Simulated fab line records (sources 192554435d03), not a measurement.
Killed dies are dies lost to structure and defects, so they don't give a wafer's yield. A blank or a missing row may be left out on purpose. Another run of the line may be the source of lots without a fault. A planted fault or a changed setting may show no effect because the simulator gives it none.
One fault through the eyes of 2 desks    flow n5-finfet    only its own numbers are on each desk; what lay behind them is given at the end

== TOOL OWNER'S DESK, rie-diel-02 ==
The tool's own readings at N5_FIN_CUT_ETCH_21 (etches SOC in N2/H2, target depth 219 nm, overetch 43.8 nm, time 523.5 s): means of the sampled wafers that have a number, for each lot that ran on this tool. The brackets show how far a lot's mean lies from the usual mean; more than 4 standard deviations puts the lot out of limits, marked OUT.
Columns: A = bias-w at N5_FIN_CUT_ETCH_21, usual 61.03 W; B = drypump-motor-current-A at N5_FIN_CUT_ETCH_21, usual 5.7 A; C = h2-flow-sccm at N5_FIN_CUT_ETCH_21, usual 199.9 sccm; D = oes-product-au at N5_FIN_CUT_ETCH_21, usual 0.71 a.u.; E = rf-vpp-V at N5_FIN_CUT_ETCH_21, usual 240.7 V; F = showerhead-plenum-p-Torr at N5_FIN_CUT_ETCH_21, usual 2.54 Torr; G = throttle-valve-pct at N5_FIN_CUT_ETCH_21, usual 17.86 %
lot   first seen here  A      B    C      D     E      F     G
L338  day 3 21:39      61.29  6.3  199.7  0.67  241.5  2.62  17.91
L342  day 4 20:48      61.00  5.8  199.9  0.69  240.6  2.54  17.94
L352  day 7 10:20      60.32  6.0  200.4  0.80  238.6  2.57  17.65
This desk's verdict: no lot among the 3 shows anything out of limits.

== THE METROLOGY DESK ==
What the gauges read, lot by lot, whatever tool the lot ran on: means of the sampled wafers that have a number. The brackets show how far a lot's mean lies from the usual mean; more than 4 standard deviations puts the lot out of limits, marked OUT. It has 10 readings; the 7 that lie furthest out on some lot are the ones shown.
Columns: A = DIBL_N at N5_BEOL_M4_RC_MEAS_101, usual 36.6 mV/V; B = DIBL_P at N5_BEOL_M4_RC_MEAS_101, usual 36.4 mV/V; C = ION_N at N5_BEOL_M4_RC_MEAS_101, usual 678 uA/um; D = SS_N at N5_BEOL_M4_RC_MEAS_101, usual 71.5 mV/dec; E = SS_P at N5_BEOL_M4_RC_MEAS_101, usual 73.4 mV/dec; F = VT_N at N5_BEOL_M4_RC_MEAS_101, usual 248.5 mV; G = VT_P at N5_BEOL_M4_RC_MEAS_101, usual -249 mV
lot   first seen here  A     B     C    D     E     F      G
L331  day 8 17:11      37.3  37.2  690  71.4  73.2  245.6  -249
L334  day 9 01:15      36.6  35.5  680  71.6  73.6  247.9  -246
L333  day 9 04:13      34.5  33.3  662  70.5  72.9  254.3  -250
L336  day 9 09:05      35.4  34.1  669  72.1  72.4  252.3  -247
L338  day 10 17:10     36.1  36.4  676  71.3  73.0  252.0  -254
L342  day 11 14:51     34.5  35.5  678  71.2  73.2  250.2  -245
L341  day 12 19:20     35.4  35.1  669  71.2  73.0  249.2  -251
L352  day 15 15:37     37.2  38.6  676  72.1  73.6  250.7  -249
This desk's verdict: no lot among the 8 shows anything out of limits.

== TAKEN TOGETHER ==
Nothing out of limits was seen by the tool owner's desk.
Nothing out of limits was seen by the metrology desk.

== WHAT THE SIMULATOR HAD PUT IN ==
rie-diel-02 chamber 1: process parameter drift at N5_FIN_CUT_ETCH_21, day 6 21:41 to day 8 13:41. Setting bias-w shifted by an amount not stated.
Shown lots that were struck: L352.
